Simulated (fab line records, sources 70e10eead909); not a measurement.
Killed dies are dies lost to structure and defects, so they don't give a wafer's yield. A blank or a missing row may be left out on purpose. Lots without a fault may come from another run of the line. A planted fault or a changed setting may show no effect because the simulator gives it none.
Which tool did it? | flow nand_harc | 14 lots, 42 wafers sampled, at 6 steps of a route of 1302

WHAT THE GAUGES READ, wafer by wafer
NHARC_P_BONDPAD_THK_MEAS_20: measures by xrf. Usual: thk_nm 160.6 nm, standard deviation 1.5.
lot  | measured     | on            | thk_nm (nm)       | flag
L845 | day 7 00:20  | film_metro-01 | 162.5 161.3 163.6 |
L846 | day 7 16:10  | film_metro-02 | 162.3 160.9 161.0 |
L847 | day 8 01:55  | film_metro-02 | 163.2 162.9 160.0 |
L848 | day 8 11:11  | film_metro-01 | 158.8 162.5 162.2 |
L850 | day 9 05:16  | film_metro-02 | 159.9 159.7 159.1 |
L852 | day 9 21:59  | film_metro-02 | 160.4 162.0 161.1 |
L854 | day 10 16:20 | film_metro-02 | 163.7 162.7 163.3 |
L859 | day 12 20:30 | film_metro-01 | 156.2 158.4 161.4 |
L858 | day 12 20:41 | film_metro-01 | 161.0 161.0 159.8 |
L861 | day 13 17:36 | film_metro-01 | 160.6 160.4 159.1 |
L862 | day 14 00:20 | film_metro-02 | 161.7 160.9 160.8 |
L863 | day 14 19:44 | film_metro-01 | 158.6 159.3 161.3 |
L864 | day 15 00:07 | film_metro-02 | 158.4 158.4 159.4 |
L867 | day 16 15:42 | film_metro-01 | 161.9 160.2 159.1 |

NHARC_P_BONDPAD_INSPECT_23. Usual: raw_defect_count 336, standard deviation 120.
lot  | measured     | on                | raw_defect_count | flag
L845 | day 7 00:33  | defect_inspect-02 | 262 318 296      |
L846 | day 7 16:23  | defect_inspect-02 | 284 326 257      |
L847 | day 8 02:07  | defect_inspect-02 | 245 394 422      |
L848 | day 8 11:24  | defect_inspect-01 | 393 346 295      |
L850 | day 9 05:30  | defect_inspect-01 | 231 222 292      |
L852 | day 9 22:11  | defect_inspect-02 | 285 224 353      |
L854 | day 10 16:32 | defect_inspect-02 | 386 214 390      |
L859 | day 12 20:42 | defect_inspect-01 | 430 591 378      |
L858 | day 12 20:55 | defect_inspect-02 | 470 605 338      |
L861 | day 13 17:49 | defect_inspect-02 | 203 203 349      |
L862 | day 14 00:33 | defect_inspect-02 | 422 254 264      |
L863 | day 14 19:56 | defect_inspect-01 | 288 388 210      |
L864 | day 15 00:20 | defect_inspect-01 | 186 242 214      |
L867 | day 16 15:54 | defect_inspect-02 | 279 244 195      |

NHARC_A_ONON_D1_THK_MEAS_02: measures by ellipsometry. Usual: thk_nm 1001 nm, standard deviation 10.
lot  | measured     | on            | thk_nm (nm)    | flag
L845 | day 8 00:43  | film_metro-01 | 991 992 991    |
L846 | day 8 15:49  | film_metro-01 | 987 987 990    |
L847 | day 9 01:17  | film_metro-01 | 1011 1009 1010 |
L848 | day 9 12:18  | film_metro-01 | 1008 1176 1008 | OFF
L850 | day 10 04:27 | film_metro-02 | 1159 994 992   | OFF
L852 | day 10 22:50 | film_metro-02 | 989 991 1158   | OFF
L854 | day 11 16:56 | film_metro-02 | 1012 1011 1011 |
L859 | day 13 20:41 | film_metro-01 | 993 993 994    |
L858 | day 13 20:41 | film_metro-02 | 1019 1019 1020 |
L861 | day 14 15:04 | film_metro-01 | 996 997 997    |
L862 | day 14 23:38 | film_metro-01 | 997 997 998    |
L863 | day 15 22:35 | film_metro-02 | 993 991 995    |
L864 | day 15 22:34 | film_metro-01 | 996 997 997    |
L867 | day 17 15:07 | film_metro-01 | 1008 1007 1008 |

NHARC_END_SORT_01. Usual: killed_at_array 44, standard deviation 16; killed_at_other 0.6, standard deviation 1.1; killed_at_periphery 3.9, standard deviation 2.6; killed_dies 48, standard deviation 16; killed_open 3.1, standard deviation 1.9; killed_short 2.4, standard deviation 1.8.
lot  | measured     | on        | killed_at_array | killed_at_other | killed_at_periphery | killed_dies | killed_open | killed_short | flag
L848 | day 25 17:49 | prober-02 | 18 672 18       | 0 0 0           | 0 5 3               | 18 677 21   | 2 2 5       | 0 2 3        | OFF
L850 | day 26 12:58 | prober-01 | 677 53 58       | 0 1 1           | 0 3 3               | 677 57 62   | 2 3 4       | 0 2 2        | OFF
L852 | day 27 00:02 | prober-02 | 74 60 674       | 0 0 0           | 1 7 3               | 75 67 677   | 3 1 6       | 4 4 1        | OFF

WHICH TOOL RAN EACH LOT (tool, then ch and the chambers of the sampled wafers, then the start)
lot  | NHARC_P_BONDPAD_PRE_CLEAN_26            | NHARC_A_ONON_D1_DEP_00
L845 | pvd_sputter-01, day 7 00:20 or earlier  | pecvd_onon-01 ch 0, day 8 00:11
L846 | pvd_sputter-02, day 7 16:10 or earlier  | pecvd_onon-01 ch 0, day 8 15:19
L847 | pvd_sputter-01, day 8 01:55 or earlier  | pecvd_onon-01 ch 0, day 9 00:53
L848 | pvd_sputter-02, day 8 11:11 or earlier  | pecvd_onon-01 ch 0, day 9 11:47
L850 | pvd_sputter-03, day 9 05:16 or earlier  | pecvd_onon-01 ch 0, day 10 04:07
L852 | pvd_sputter-01, day 9 21:59 or earlier  | pecvd_onon-01 ch 0, day 10 22:20
L854 | pvd_sputter-02, day 10 16:20 or earlier | pecvd_onon-03 ch 0, day 11 16:25
L859 | pvd_sputter-01, day 12 20:30 or earlier | pecvd_onon-04 ch 0, day 13 20:11
L858 | pvd_sputter-03, day 12 20:41 or earlier | pecvd_onon-01 ch 0, day 13 20:11
L861 | pvd_sputter-02, day 13 17:36 or earlier | pecvd_onon-03 ch 0, day 14 14:41
L862 | pvd_sputter-02, day 14 00:20 or earlier | pecvd_onon-01 ch 0, day 14 23:08
L863 | pvd_sputter-01, day 14 19:44 or earlier | pecvd_onon-04 ch 0, day 15 22:11
L864 | pvd_sputter-02, day 15 00:07 or earlier | pecvd_onon-01 ch 0, day 15 22:13
L867 | pvd_sputter-01, day 16 15:42 or earlier | pecvd_onon-01 ch 0, day 17 14:40
- NHARC_P_BONDPAD_PRE_CLEAN_26: time 30 s.
- NHARC_A_ONON_D1_DEP_00: target thk 1000 nm.

WHAT THE TOOLS THEMSELVES READ (means of the sampled wafers that have a number; where no wafer has one, the mark that the record gives instead)
NHARC_P_BONDPAD_PRE_CLEAN_26. Usual: heater_power_w 399 W, standard deviation 34.
lot  | tool           | heater_power_w (W) | flag
L845 | pvd_sputter-01 | 409                |
L846 | pvd_sputter-02 | 417                |
L847 | pvd_sputter-01 | 410                |
L848 | pvd_sputter-02 | 377                |
L850 | pvd_sputter-03 | 399                |
L852 | pvd_sputter-01 | 421                |
L854 | pvd_sputter-02 | 392                |
L859 | pvd_sputter-01 | 391                |
L858 | pvd_sputter-03 | 390                |
L861 | pvd_sputter-02 | 371                |
L862 | pvd_sputter-02 | 410                |
L863 | pvd_sputter-01 | 399                |
L864 | pvd_sputter-02 | 401                |
L867 | pvd_sputter-01 | 398                |

THE ANSWER, worked out from the rows above alone
Rule: a lot is off if the mean of its wafers that have a number lies more than 3 standard deviations from the usual mean. A lot without any number at a reading at which 4 lots or more have one is off too. The other lots that the step has rows for count as sound. The gauges are gone through in route order, then the tools' own readings, and for those a lot's mean is taken as printed above. The first step at which some lot is off is used, and at that step the reading that is off furthest; a lot without a number counts as furthest.
Off: L848, L850, L852, at NHARC_A_ONON_D1_THK_MEAS_02 (thk_nm).
A tool fits if, at a process step before that reading, it ran every lot that is off, and no sound lot after the first of them. The gauges at NHARC_A_ONON_D1_THK_MEAS_02 aren't tried: what is off there is off at NHARC_END_SORT_01 too, on other tools, and a gauge's error can't cause that. NHARC_P_BONDPAD_PRE_CLEAN_26 gives no start for some lots, so the hours and the order of its lots are those of NHARC_P_BONDPAD_THK_MEAS_20. None of those tried fits.

WHAT THE SIMULATOR HAD PUT IN
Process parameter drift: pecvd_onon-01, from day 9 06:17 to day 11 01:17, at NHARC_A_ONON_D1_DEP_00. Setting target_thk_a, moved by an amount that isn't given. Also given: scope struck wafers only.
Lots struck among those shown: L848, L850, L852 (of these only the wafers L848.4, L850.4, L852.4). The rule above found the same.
